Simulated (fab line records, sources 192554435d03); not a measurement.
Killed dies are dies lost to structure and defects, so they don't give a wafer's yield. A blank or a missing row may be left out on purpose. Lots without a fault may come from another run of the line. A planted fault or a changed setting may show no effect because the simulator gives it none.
fab line records | flow n5_finfet | part 2 of 2: steps 5 to 6 of 6
record lots=24 wafers=72 last_day=19
route steps=1938 shown BEOL_M5@1130 BEOL_M6@1214
lots that met no fault: from a run of the same line without faults
start_h: hours from the record's first day to the start of the lot's first wafer shown | wait_h: hours since the lot's step before | " the same as in the row above | L1.1+2: a row that stands for several wafers | - no value, or no start given | * or withheld: withheld | < > ~ a bound
route shown NAME@n: a module of which the file shows steps, and the number in the route of the first | usual: mean/standard deviation of fault-free wafers | same: alike in all rows | chamber/n: place in a boat | sites: the reading at each site | _std_site: their standard deviation | _edge_site: outer sites' mean less inner sites' | radius_mm: how far each site lies from the wafer's centre | mask NAME#n: copy n | behind: the tool/chamber that last shaped the wafer | hold: why the lot was held/for how many hours/how that ended | device: the transistor (n, p or np) that didn't switch | end of line: the same wafers' tests at the end of the route | a step without rows: its recipe alone | killed: dies lost to structure and defects at the first sort, not the wafer's yield | map: a wafer's dies, x killed, . not, _ none there
set.NAME: the setting as run; set.NAME@STEP: as run at that earlier step | model.NAME: the simulator's own value behind a step, which no gauge read
steps of the route over a sample of lots; a table a step, a row a wafer
services: from which hour (start_h, from the record's first day; less than 0 if before it) a tool's chamber was out of use, for how many hours, and why
## steps
# step N5_BEOL_M5_ANNEAL_51
# recipe temp_c=225 time_s=90 ambient=N2
# usual wafer_temp_C_max=226.2/0.32
# columns lot.wafer tool chamber start_h wait_h wafer_temp_C_max
L075.1 rtp_anneal-02 0 197.02 0.1 226.7
L075.2 " 0 " " 226.6
L075.6 " 0 " " 226.2
L074.2 rtp_anneal-02 0 199.44 0.3 226.4
L074.3 " 0 " " 226.3
L074.5 " 0 " " 227.0
L076.1 rtp_anneal-01 0 216.54 0.1 226.0
L076.3 " 0 " " 226.0
L076.6 " 0 " " 226.1
L080.2 rtp_anneal-01 0 226.71 0.1 226.7
L080.5 " 0 " " 225.8
L080.6 " 0 " " 225.9
L077.1 rtp_anneal-02 0 226.74 0.1 226.2
L077.4 " 0 " " 226.2
L077.5 " 0 " " 227.3
L078.1 rtp_anneal-01 0 229.14 0.1 225.5
L078.3 " 0 " " 226.4
L078.5 " 0 " " 225.8
L079.1 rtp_anneal-02 0 233.91 0.1 225.9
L079.4 " 0 " " 226.1
L079.6 " 0 " " 225.6
L081.1 rtp_anneal-01 0 250.86 0.1 226.2
L081.3 " 0 " " 226.8
L081.6 " 0 " " 226.3
L082.2 rtp_anneal-02 0 251.01 0.2 226.0
L082.4 " 0 " " 226.1
L082.5 " 0 " " 225.9
L083.1 rtp_anneal-01 0 261.52 0.1 226.2
L083.4 " 0 " " 226.1
L083.5 " 0 " " 226.0
L084.1 rtp_anneal-02 0 266.96 0.1 226.7
L084.5 " 0 " " 226.5
L084.6 " 0 " " 225.9
L085.1 rtp_anneal-01 0 285.33 0.1 226.7
L085.4 " 0 " " 226.1
L085.5 " 0 " " 226.0
L086.1 rtp_anneal-02 0 287.08 0.1 226.2
L086.2 " 0 " " 226.7
L086.4 " 0 " " 226.5
L088.2 rtp_anneal-02 0 294.67 0.3 226.0
L088.3 " 0 " " 226.3
L088.5 " 0 " " 226.3
L087.1 rtp_anneal-01 0 303.68 0.1 225.9
L087.5 " 0 " " 226.0
L087.6 " 0 " " 225.8
L089.1 rtp_anneal-02 0 308.53 0.2 226.5
L089.3 " 0 " " 226.6
L089.4 " 0 " " 226.4
L093.2 rtp_anneal-02 0 311.97 0.1 226.7
L093.3 " 0 " " 226.0
L093.5 " 0 " " 226.0
L090.4 rtp_anneal-02 0 313.08 0.2 226.0
L090.5 " 0 " " 226.3
L090.6 " 0 " " 226.7
L091.1 rtp_anneal-01 0 317.44 0.1 225.8
L091.2 " 0 " " 225.7
L091.4 " 0 " " 225.9
L092.4 rtp_anneal-02 0 323.62 0.3 226.5
L092.5 " 0 " " 225.9
L092.6 " 0 " " 226.0
L095.1 rtp_anneal-01 0 324.43 0.1 226.0
L095.3 " 0 " " 226.1
L095.5 " 0 " " 226.6
L094.1 rtp_anneal-01 0 329.07 0.1 226.0
L094.2 " 0 " " 226.2
L094.3 " 0 " " 225.8
L096.1 rtp_anneal-01 0 347.57 0.3 226.4
L096.5 " 0 " " 226.4
L096.6 " 0 " " 226.2
L097.1 rtp_anneal-02 0 364.80 0.1 226.4
L097.3 " 0 " " 226.1
L097.5 " 0 " " 226.5
# step N5_BEOL_M6_STRIP_67
# recipe chemistry=CF4 resist=SiARC power_w=300 bias_power_w=75 pressure_mtorr=50 cf4_flow_sccm=150 rf_frequency_hz=6e+07
# usual drypump_motor_current_A=5.5/0.42 oes_product_au=0.82/0.058 rf_vpp_V=271.3/1.8 showerhead_plenum_p_Torr=1.81/0.067 throttle_valve_pct=13.50/0.19
# columns lot.wafer tool chamber start_h wait_h drypump_motor_current_A oes_product_au rf_hours_counter_h rf_vpp_V showerhead_plenum_p_Torr throttle_valve_pct
L075.1 rie_diel-01 3 201.20 0.0 4.9 0.88 37 270.6 1.83 13.34
L075.2 " 1 " " 5.2 0.91 9 271.6 1.84 13.34
L075.6 " 2 " " 5.9 0.68 - 268.6 1.70 13.88
L074.2 rie_diel-04 2 204.48 0.0 5.4 0.81 103 270.8 1.80 13.27
L074.3 " 1 " " 6.5 0.84 60 269.8 1.76 13.78
L074.5 " 1 " " 6.5 0.85 - 269.2 1.76 13.78
L076.1 rie_diel-03 0 218.95 0.0 5.4 0.76 143 268.6 1.73 13.61
L076.3 " 3 " " 5.5 0.78 101 271.7 1.89 13.50
L076.6 " 0 " " 5.4 0.76 - 269.8 1.73 13.64
L080.2 rie_diel-03 2 230.82 0.0 5.6 0.74 138 269.4 1.71 13.64
L080.5 " 0 " " 5.3 0.76 - 269.9 1.73 13.62
L080.6 " 1 " " 5.3 0.86 - 273.3 1.89 13.13
L077.1 rie_diel-04 1 230.99 0.0 6.5 0.83 67 269.5 1.76 13.79
L077.4 " 2 " " 5.5 0.80 110 270.5 1.80 13.30
L077.5 " 0 " " 5.1 0.94 - 270.7 1.76 13.40
L078.1 rie_diel-01 2 232.16 0.0 5.9 0.98 2 272.3 1.91 13.35
L078.3 " 3 " " 5.0 0.87 49 272.0 1.83 13.40
L078.5 " 0 " " 5.5 0.86 - 270.3 1.76 13.44
L079.1 rie_diel-03 3 236.62 0.0 5.5 0.77 106 273.6 1.89 13.53
L079.4 " 2 " " 5.6 0.74 140 270.1 1.71 13.63
L079.6 " 2 " " 5.6 0.75 - 269.5 1.71 13.61
L081.1 rie_diel-01 1 255.14 0.0 5.2 0.87 28 270.8 1.84 13.36
L081.3 " 3 " " 5.0 0.87 56 271.7 1.82 13.42
L081.6 " 3 " " 4.9 0.87 - 270.6 1.82 13.39
L082.2 rie_diel-04 1 255.26 0.0 6.5 0.83 74 269.4 1.76 13.83
L082.4 " 2 " " 5.4 0.79 116 273.2 1.80 13.30
L082.5 " 0 " " 5.1 0.91 - 268.6 1.76 13.42
L083.1 rie_diel-01 1 268.28 0.0 5.2 0.86 35 271.2 1.84 13.39
L083.4 " 2 " " 5.9 0.93 12 274.4 1.91 13.39
L083.5 " 3 " " 5.0 0.85 - 272.9 1.82 13.41
L084.1 rie_diel-04 1 271.66 0.0 6.5 0.83 80 268.2 1.76 13.82
L084.5 " 2 " " 5.4 0.79 - 271.8 1.80 13.30
L084.6 " 1 " " 6.5 0.82 - 270.7 1.76 13.83
L085.1 rie_diel-01 2 289.48 0.0 5.9 0.92 21 271.2 1.90 13.40
L085.4 " 0 " " 5.4 0.83 - 269.2 1.76 13.49
L085.5 " 3 " " 4.9 0.84 - 271.1 1.82 13.44
L086.1 rie_diel-04 0 290.53 0.0 5.1 0.87 23 269.9 1.76 13.44
L086.2 " 3 " " 5.9 0.86 44 275.3 1.90 13.56
L086.4 " 1 " " 6.5 0.82 85 269.6 1.76 13.83
L088.2 rie_diel-04 1 298.60 0.0 6.5 0.81 88 268.8 1.76 13.84
L088.3 " 0 " " 5.1 0.87 26 270.4 1.75 13.44
L088.5 " 2 " " 5.4 0.78 - 270.7 1.79 13.33
L087.1 rie_diel-03 1 307.88 0.0 5.3 0.82 77 275.0 1.88 13.22
L087.5 " 2 " " 5.5 0.72 - 270.7 1.70 13.67
L087.6 " 0 " " 5.3 0.74 - 270.1 1.72 13.69
L089.1 rie_diel-03 2 314.72 0.0 5.6 0.73 166 270.2 1.70 13.70
L089.3 " 1 " " 5.3 0.82 79 274.2 1.88 13.22
L089.4 " 3 " " 5.5 0.75 130 272.5 1.88 13.57
L093.2 rie_diel-04 0 314.84 0.0 5.1 0.86 31 268.7 1.75 13.48
L093.3 " 2 " " 5.4 0.77 136 271.1 1.79 13.33
L093.5 " 2 " " 5.4 0.77 - 269.9 1.79 13.34
L090.4 rie_diel-03 3 315.76 0.0 5.5 0.76 130 273.1 1.88 13.58
L090.5 " 1 " " 5.3 0.82 - 273.8 1.88 13.20
L090.6 " 0 " " 5.4 0.74 - 269.5 1.72 13.69
L091.1 rie_diel-04 0 321.59 0.0 5.1 0.86 32 271.2 1.75 13.46
L091.2 " 3 " " 5.9 0.85 54 274.1 1.89 13.57
L091.4 " 1 " " 6.5 0.81 94 269.7 1.75 13.87
L092.4 rie_diel-03 1 327.13 0.0 5.3 0.82 85 273.1 1.88 13.20
L092.5 " 2 " " 5.6 0.72 - 268.9 1.70 13.72
L092.6 " 1 " " 5.4 0.82 - 273.2 1.88 13.20
L095.1 rie_diel-01 0 327.13 0.0 5.5 0.82 66 271.2 1.76 13.50
L095.3 " 3 " " 5.0 0.83 83 271.0 1.82 13.47
L095.5 " 2 " " 5.9 0.90 - 272.4 1.90 13.43
L094.1 rie_diel-04 1 332.78 0.0 6.5 0.80 99 269.5 1.75 13.87
L094.2 " 3 " " 5.8 0.84 59 272.8 1.89 13.59
L094.3 " 0 " " 5.1 0.86 37 272.7 1.75 13.49
L096.1 rie_diel-01 3 350.84 0.0 5.0 0.82 92 272.7 1.81 13.47
L096.5 " 3 " " 5.0 0.82 - 272.1 1.81 13.49
L096.6 " 2 " " 5.9 0.87 - 272.1 1.90 13.46
L097.1 rie_diel-04 3 370.83 0.0 5.9 0.82 72 273.9 1.89 13.62
L097.3 " 1 " " 6.5 0.80 111 268.4 1.75 13.90
L097.5 " 0 " " 5.1 0.82 - 270.1 1.75 13.52
## services
# columns tool chamber start_h hours kind
rie_diel-04 2 165.85 1.5 repair
rie_diel-04 0 170.71 17.3 repair
rie_diel-01 3 183.63 4.1 repair
rie_diel-02 3 205.74 6.4 repair
rie_diel-02 0 207.35 34.2 repair
rie_diel-05 3 225.33 - clean
rie_diel-05 3 225.33 - consumable_replace:focus_ring
pvd_sputter-02 - 229.10 4.9 repair
rie_diel-01 2 246.55 8.5 repair
rie_diel-02 - 257.56 0.3 repair
rie_diel-05 2 260.27 5.0 repair
pvd_sputter-01 - 264.67 2.1 repair
rie_diel-02 0 271.01 5.8 repair
rie_diel-01 1 287.24 4.2 repair
rie_diel-06 - 295.07 0.1 repair
rie_diel-03 3 307.29 5.7 repair
rie_diel-05 3 319.91 10.7 repair
rie_diel-04 2 323.48 19.8 repair
rie_diel-02 1 328.63 4.6 repair
rie_diel-02 0 358.37 6.8 repair
rie_diel-05 - 361.43 1.6 repair
rie_diel-03 1 365.16 4.2 repair
rie_diel-01 - 366.85 0.9 repair
rie_diel-02 - 370.37 2.8 pm
